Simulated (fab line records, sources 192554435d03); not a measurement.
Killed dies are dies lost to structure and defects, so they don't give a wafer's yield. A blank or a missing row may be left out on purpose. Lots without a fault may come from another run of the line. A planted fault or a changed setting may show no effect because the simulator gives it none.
One fault seen from 2 desks | flow n5_finfet | each desk has only its own numbers; what lay behind them comes last

THE METROLOGY DESK
What the gauges read, lot by lot, whatever tool the lot ran on: means of the sampled wafers that have a number. A lot is out of limits, marked OUT, if its mean lies more than 4 standard deviations from the usual mean; the brackets give that distance. Of its 10 readings 7 are shown: those that lie furthest out on some lot.
Columns: A = DIBL_N at N5_BEOL_M4_RC_MEAS_101, usual 36.5 mV/V; B = DIBL_P at N5_BEOL_M4_RC_MEAS_101, usual 36.4 mV/V; C = IOFF_N at N5_BEOL_M4_RC_MEAS_101, usual 0.17 nA/um; D = IOFF_P at N5_BEOL_M4_RC_MEAS_101, usual 0.21 nA/um; E = SS_P at N5_BEOL_M4_RC_MEAS_101, usual 73.4 mV/dec; F = VT_N at N5_BEOL_M4_RC_MEAS_101, usual 249 mV; G = VT_P at N5_BEOL_M4_RC_MEAS_101, usual -251 mV
lot  | first seen here | A    | B    | C    | D    | E    | F   | G
L186 | day 8 17:21     | 38.0 | 37.8 | 0.18 | 0.23 | 74.1 | 247 | -250
L185 | day 8 17:50     | 37.3 | 37.6 | 0.19 | 0.24 | 74.3 | 246 | -250
L187 | day 9 12:31     | 39.4 | 38.7 | 0.22 | 0.23 | 73.8 | 246 | -252
L190 | day 9 17:25     | 37.5 | 37.4 | 0.19 | 0.24 | 73.6 | 247 | -250
L193 | day 10 21:35    | 35.8 | 33.6 | 0.13 | 0.16 | 72.6 | 254 | -256
L196 | day 12 10:33    | 35.4 | 34.9 | 0.12 | 0.17 | 72.4 | 255 | -253
L200 | day 13 06:35    | 35.4 | 35.8 | 0.13 | 0.18 | 73.0 | 254 | -252
L204 | day 13 10:07    | 35.8 | 37.5 | 0.17 | 0.20 | 73.1 | 249 | -253
L201 | day 13 10:46    | 37.4 | 35.4 | 0.16 | 0.20 | 73.6 | 250 | -251
L203 | day 13 19:34    | 34.2 | 35.1 | 0.14 | 0.17 | 73.2 | 251 | -253
L205 | day 14 06:35    | 37.0 | 36.1 | 0.17 | 0.23 | 73.7 | 249 | -250
This desk's finding: nothing out of limits on any of the 11 lots.

THE TOOL OWNER'S DESK: litho_track-03
The tool's own readings at N5_BEOL_M3_COAT_22 (resist thk 30 nm): means of the sampled wafers that have a number, for each lot that ran on this tool. A lot is out of limits, marked OUT, if its mean lies more than 4 standard deviations from the usual mean; the brackets give that distance.
Columns: A = spin_speed_rpm at N5_BEOL_M3_COAT_22, usual 1500.0 rpm
lot  | first seen here | A
L186 | day 7 17:38     | 1498.6
L187 | day 8 01:08     | 1500.2
L190 | day 8 13:43     | 1499.9
L204 | day 12 04:19    | 1499.8
L203 | day 12 08:05    | 1314.7 (-99 or more) OUT
L205 | day 12 18:35    | 1317.3 (-99 or more) OUT
This desk's finding: out of limits on L203, L205; first on L203, day 12 08:05 (spin_speed_rpm at N5_BEOL_M3_COAT_22). In limits: L186, L187, L190, L204.

PUT TOGETHER
The tool owner's desk could have raised an alarm at day 12 08:05, on L203, L205.
The metrology desk saw nothing out of limits.
The metrology desk has L203, L205 on record, within its limits.
Of the lots named, all ran N5_BEOL_M3_COAT_22 on litho_track-03.

WHAT THE SIMULATOR HAD PUT IN
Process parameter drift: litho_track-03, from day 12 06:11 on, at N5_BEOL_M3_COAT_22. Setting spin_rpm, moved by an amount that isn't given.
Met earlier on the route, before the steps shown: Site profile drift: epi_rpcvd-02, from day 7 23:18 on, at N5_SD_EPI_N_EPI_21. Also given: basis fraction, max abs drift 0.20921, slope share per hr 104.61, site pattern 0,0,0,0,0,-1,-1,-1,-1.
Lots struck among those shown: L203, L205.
Hours from the fault's start to each desk's first reading out of limits: the tool owner's desk, 2.
